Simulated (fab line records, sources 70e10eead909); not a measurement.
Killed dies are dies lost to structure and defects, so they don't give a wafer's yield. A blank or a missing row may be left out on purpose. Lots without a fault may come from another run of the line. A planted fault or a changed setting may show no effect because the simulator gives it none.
A struck lot beside a sound one | flow nand_harc | 15 steps out of a route of 1159
Sound: wafers L106.1, L106.4, L106.5. Struck: wafer L120.1. (L120.3 of the same lot was not struck and is left out.) The cause comes at the end.
At each step with rows: each side's tool, then ch and its chambers, then its first start. Under that, the readings that differ: sound wafers | struck wafers | difference of the means | sigmas: that difference in standard deviations of wafers without a fault.
alike: readings whose means differ by less than 2 such deviations, and words and numbers that are the same on both sides. not compared: withheld readings, readings that some wafer has no value for, bounds like >300 that may hide the same value, and numbers for which the record gives no deviation and whose values overlap.
The two part at a step that has a row with sigmas, a row that says differs or no value, or rows on one side only. Numbers that don't overlap but have no deviation are shown without sigmas and don't part them. A reading that every wafer of one side lacks parts them only if that side has two wafers or more.

first, 1 step without rows for these wafers: NHARC_A_CHANNEL_HOLE_D1_STRIP_43 (strips in O2/COS).
NHARC_A_CHANNEL_HOLE_D1_ETCH_44: etches the open film in CF4/O2, target depth 140 nm, overetch 14 nm, time 77 s.
  sound on rie_diel-09 ch 1,2,3, day 9 05:26; struck on rie_diel-02 ch 2, day 12 18:17
  reading                         | sound             | struck | difference | sigmas
  drypump_motor_current_A (A)     | 5.2 5.3 5.8       | 6.5    | +1.1       | +2
  rf_vpp_V (V)                    | 198.4 199.2 200.0 | 194.2  | -5.0       | -3
  showerhead_plenum_p_Torr (Torr) | 1.42 1.40 1.40    | 1.28   | -0.13      | -2
  alike: oes_product_au, throttle_valve_pct
  not compared: rf_hours_counter_h
then, 3 steps without rows for these wafers: NHARC_A_CHANNEL_HOLE_D1_STRIP_27 (strips in O2); NHARC_A_CHANNEL_HOLE_D1_PRECLEAN_28 (cleans in SC1); NHARC_A_CHANNEL_HOLE_D1_SRD_29.
NHARC_A_CHANNEL_HOLE_D1_CD_MEAS_30:
  sound on cd_sem-03, day 9 06:14; struck on cd_sem-02, day 12 19:04
  alike: cd_nm
NHARC_A_CHANNEL_HOLE_D1_XSEM_31:
  sound on xsem-01 ch 0, day 9 06:19; struck on xsem-01 ch 0, day 12 19:08
  alike: bot_cd_nm, bow_nm, tilt_deg
NHARC_A_CHANNEL_HOLE_D1_INSPECT_40:
  sound on defect_inspect-01, day 9 06:25; struck on defect_inspect-01, day 12 19:14
  alike: raw_defect_count
then, 2 steps without rows for these wafers: NHARC_A_CHANNEL_FILL_D1_PRECLEAN_00 (cleans in SC1); NHARC_A_CHANNEL_FILL_D1_SRD_01.
NHARC_A_CHANNEL_FILL_D1_ALD_02: deposits SiO2, target thk 6 nm, pulse time 10 s, ald cycles 60.
  sound on ald_hk-04 ch 0,2, day 9 06:46; struck on ald_hk-04 ch 3, day 12 19:40
  reading            | sound       | struck | difference | sigmas
  heater_power_w (W) | 409 418 398 | 550    | +142       | +2
  alike: precursor_pulse_height_rel
  not compared: ald_cycles, since_wet_clean_h
NHARC_A_CHANNEL_FILL_D1_ALD_03: deposits SiNx, target thk 6 nm, pulse time 60 s, ald cycles 58.
  sound on ald_sin_batch-01 ch 0; struck on ald_sin_batch-02 ch 0
  alike: precursor_pulse_height_rel
  not compared: ald_cycles
NHARC_A_CHANNEL_FILL_D1_ALD_14: deposits SiO2, target thk 2.5 nm, pulse time 10 s, ald cycles 25.
  sound on ald_hk-04 ch 1,2,3, day 9 13:37; struck on ald_hk-01 ch 3, day 13 02:40
  reading    | sound    | struck | difference | sigmas
  ald_cycles | 25 25 25 | 21     | -4         |
  alike: heater_power_w, precursor_pulse_height_rel
  not compared: since_wet_clean_h
NHARC_A_CHANNEL_FILL_D1_ALD_15: deposits SiNx, target thk 2 nm, pulse time 60 s, ald cycles 19.
  sound on ald_sin_batch-01 ch 0; struck on ald_sin_batch-01 ch 0
  alike: precursor_pulse_height_rel
  not compared: ald_cycles
then, 1 step without rows for these wafers: NHARC_END_SORT_01.

WHERE THEY PART
First at NHARC_A_CHANNEL_HOLE_D1_ETCH_44; last, within this record, at NHARC_A_CHANNEL_FILL_D1_ALD_02. Later steps at which nothing parts them and some readings are alike: NHARC_A_CHANNEL_FILL_D1_ALD_03, NHARC_A_CHANNEL_FILL_D1_ALD_14, NHARC_A_CHANNEL_FILL_D1_ALD_15.

WHY: what the simulator had put in
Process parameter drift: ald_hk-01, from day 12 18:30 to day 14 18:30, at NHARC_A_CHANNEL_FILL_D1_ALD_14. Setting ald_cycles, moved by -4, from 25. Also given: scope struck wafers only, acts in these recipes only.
